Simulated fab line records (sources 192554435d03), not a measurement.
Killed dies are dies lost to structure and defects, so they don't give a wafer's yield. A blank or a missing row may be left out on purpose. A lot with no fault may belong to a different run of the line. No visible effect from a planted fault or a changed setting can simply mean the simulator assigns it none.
Matching of chambers    flow n5-finfet    pecvd-03 running N5_BEOL_M3_PECVD_72: 3 sister chambers
The step deposits SiO2 from TEOS/O2, target thk 16 nm, time 18 s. 16 wafers are shown with their chamber, then 8 later ones without.

## WAFERS WITH THEIR CHAMBER
wafer   chamber  throttle-valve-pct (%)  showerhead-plenum-p-Torr (Torr)  heater-power-w (W)
L074.1  2        20.0                    8.80                             799
L074.4  0        23.4                    8.89                             663
L074.6  1        23.7                    8.67                             646
L077.3  2        20.1                    8.83                             825
L077.5  0        23.8                    8.87                             785
L077.6  2        19.9                    8.84                             847
L081.2  0        23.7                    8.89                             693
L081.4  0        24.0                    8.85                             691
L081.5  2        20.1                    8.83                             834
L083.1  0        23.6                    8.87                             658
L083.3  0        23.8                    8.87                             665
L083.5  2        20.0                    8.83                             769
L087.4  2        20.1                    8.84                             782
L087.5  1        23.8                    8.68                             596
L087.6  0        23.6                    8.90                             729
L086.2  1        23.4                    8.70                             731

SIGNATURES (averages over the wafers above)
reading                   chamber 0  chamber 1  chamber 2  scatter within a chamber
throttle-valve-pct        23.700     23.633     20.033     0.162
showerhead-plenum-p-Torr  8.8771     8.6833     8.8283     0.0159
heater-power-w            697.71     657.67     809.33     45.2
Rule: a wafer lies at a distance from a chamber equal to the root of the sum of squares, over the readings, of (its reading less the chamber's mean, divided by the reading's scatter). The wafer belongs to the nearest chamber; if the next one is less than 2 further off, it can't be placed. How the scatter is found: for the shown wafers, subtract from each reading the mean of its chamber, square and add these, divide the total by (wafers less chambers), then take the root.

## WAFERS WITHOUT THEIR CHAMBER
wafer   throttle-valve-pct (%)  showerhead-plenum-p-Torr (Torr)  heater-power-w (W)
L086.5  20.1                    8.81                             844
L086.6  23.9                    8.88                             738
L088.1  20.1                    8.83                             884
L088.2  23.8                    8.65                             691
L088.4  23.8                    8.87                             719
L095.1  23.9                    8.70                             648
L095.4  23.6                    8.67                             661
L095.5  24.2                    8.89                             680

## CHAMBER TAKEN BY EACH
wafer   from the rows above  in truth
L086.5  2                    2
L086.6  0                    0
L088.1  2                    2
L088.2  1                    1
L088.4  0                    0
L095.1  1                    1
L095.4  1                    1
L095.5  0                    0
Correctly placed: 8 of 8. Not placeable from these rows: 0. Wrongly placed: 0.
